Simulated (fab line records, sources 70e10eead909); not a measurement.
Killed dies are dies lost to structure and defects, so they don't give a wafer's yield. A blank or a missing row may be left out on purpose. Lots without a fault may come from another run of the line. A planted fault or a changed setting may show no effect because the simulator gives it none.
A struck lot beside a sound one | flow nand_harc | 28 steps out of a route of 1159
Sound: wafers L925.2, L925.3, L925.4. Struck: wafers L936.1, L936.3, L936.5. The cause comes at the end.
At each step with rows: each side's tool, then ch and its chambers, then its first start. Under that, the readings that differ: sound wafers | struck wafers | difference of the means | sigmas: that difference in standard deviations of wafers without a fault.
alike: readings whose means differ by less than 2 such deviations, and words and numbers that are the same on both sides. not compared: withheld readings, readings that some wafer has no value for, bounds like >300 that may hide the same value, and numbers for which the record gives no deviation and whose values overlap.
The two part at a step that has a row with sigmas, a row that says differs or no value, or rows on one side only. Numbers that don't overlap but have no deviation are shown without sigmas and don't part them. A reading that every wafer of one side lacks parts them only if that side has two wafers or more.

first, 11 steps without rows for these wafers: NHARC_P_STI_ETCH_26 (etches SiO2 in dHF, target depth 11 nm); NHARC_P_STI_PRECLEAN_27 (cleans in SC1); NHARC_P_STI_SRD_28; NHARC_P_STI_OXIDE_29 (material SiO2, target thk 10 nm, ox time 1362 s); NHARC_P_STI_HM_DEP_30 (deposits Si3N4, target thk 80 nm, time 873 s); NHARC_P_STI_DEHYDRATE_01 (time 120 s); NHARC_P_STI_HMDS_02 (time 30 s); NHARC_P_STI_COAT_41 (time 65 s); NHARC_P_STI_COAT_03 (resist thk 600 nm); NHARC_P_STI_SOFTBAKE_04 (time 70 s); NHARC_P_STI_EBR_05.
NHARC_P_STI_EXPOSE_06: exposes mask P STI, target cd 200 nm.
  sound on krf_scanner-04 ch 0, day 4 13:12; struck on krf_scanner-04 ch 0, day 7 04:43
  reading              | sound             | struck            | difference | sigmas
  exposure_dose_mJ_cm2 | 37.65 37.72 37.70 | 29.19 29.21 29.20 | -8.49      | -99 or more
  alike: mask
then, 2 steps without rows for these wafers: NHARC_P_STI_PEB_07 (peb time 80 s); NHARC_P_STI_DEVELOP_08 (time 50 s).
NHARC_P_STI_CD_MEAS_09: target cd 200 nm.
  sound on cd_sem-02 ch 0, day 4 13:21; struck on cd_sem-03 ch 0, day 7 04:53
  reading    | sound             | struck            | difference | sigmas
  cd_nm (nm) | 199.4 200.0 199.0 | 145.0 143.0 145.2 | -55.1      | -31
then, 1 step without rows for these wafers: NHARC_P_STI_HARDBAKE_13 (time 65 s).
NHARC_P_STI_DESCUM_14: chemistry O2, time 3 s.
  sound on rie_diel-11 ch 0,1,2, day 4 13:37; struck on rie_diel-08 ch 2,3, day 7 05:08
  reading                | sound             | struck            | difference | sigmas
  model.P_STI.cd_nm (nm) | 199.6 199.7 198.9 | 145.6 143.6 145.5 | -54.5      |
  alike: drypump_motor_current_A, o2_flow_sccm, oes_product_au, rf_vpp_V, showerhead_plenum_p_Torr, throttle_valve_pct
  not compared: rf_hours_counter_h
then, 2 steps without rows for these wafers: NHARC_P_STI_ETCH_42 (etches the open film in N2/H2, target depth 80 nm, overetch 24 nm, time 61 s); NHARC_P_STI_ETCH_31 (etches the open film in CF4/CHF3, target depth 108.9 nm, time 54.5 s).
NHARC_P_STI_ETCH_15: etches the open film in HBr/Cl2, target depth 300 nm, time 100.1 s.
  sound on rie_si-03 ch 0,1,3, day 4 13:53; struck on rie_si-02 ch 0,1,3, day 7 05:25
  reading                | sound             | struck          | difference | sigmas
  model.P_STI.cd_nm (nm) | 199.7 199.6 198.3 | 145 142.5 145.3 | -55        |
  alike: bias_w, drypump_motor_current_A, oes_product_au, throttle_valve_pct
  not compared: rf_hours_counter_h
NHARC_P_STI_CD_MEAS_16:
  sound on cd_sem-03, day 4 14:03; struck on cd_sem-02, day 7 05:34
  reading    | sound             | struck            | difference | sigmas
  cd_nm (nm) | 199.6 199.6 198.1 | 145.2 142.5 145.3 | -54.8      | -30
NHARC_P_STI_OCD_MEAS_17:
  sound on ocd-01, day 4 14:08; struck on ocd-01, day 7 05:40
  reading                | sound             | struck            | difference | sigmas
  trench_foot_cd_nm (nm) | 157.1 156.9 156.1 | 103.4 101.3 102.1 | -54.4      | -30
then, 3 steps without rows for these wafers: NHARC_P_STI_STRIP_19 (strips in SPM, time 900 s); NHARC_P_STI_PRECLEAN_32 (cleans in SC1); NHARC_P_STI_SRD_23.
NHARC_P_STI_OCD_MEAS_43:
  sound on ocd-02, day 4 14:39; struck on ocd-02, day 7 06:10
  reading                | sound             | struck            | difference | sigmas
  trench_foot_cd_nm (nm) | 156.9 157.9 156.3 | 103.2 100.7 102.4 | -54.9      | -32
then, 1 step without rows for these wafers: NHARC_P_STI_OXIDE_33 (material SiO2, target thk 10 nm, ox time 281 s).
-- the record jumps here: 17 days lie between the struck wafers' starts before and after (it left off in module P_STI and takes up again in module END, whose first step shown is number 1159 of the route) --
NHARC_END_SORT_01:
  sound on prober-01 ch 0, day 21 06:56; struck on prober-01 ch 0, day 24 16:43
  reading             | sound    | struck      | difference | sigmas
  killed_at_periphery | 5 3 2    | 652 647 643 | +644       | +99 or more
  killed_dies         | 41 29 31 | 677 676 675 | +642       | +64
  alike: killed_at_array, killed_at_other, killed_open, killed_short

WHERE THEY PART
First at NHARC_P_STI_EXPOSE_06; last, within this record, at NHARC_END_SORT_01.

WHY: what the simulator had put in
Process parameter drift: krf_scanner-04, from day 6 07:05 on, at NHARC_P_STI_EXPOSE_06. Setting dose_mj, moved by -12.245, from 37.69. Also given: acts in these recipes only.
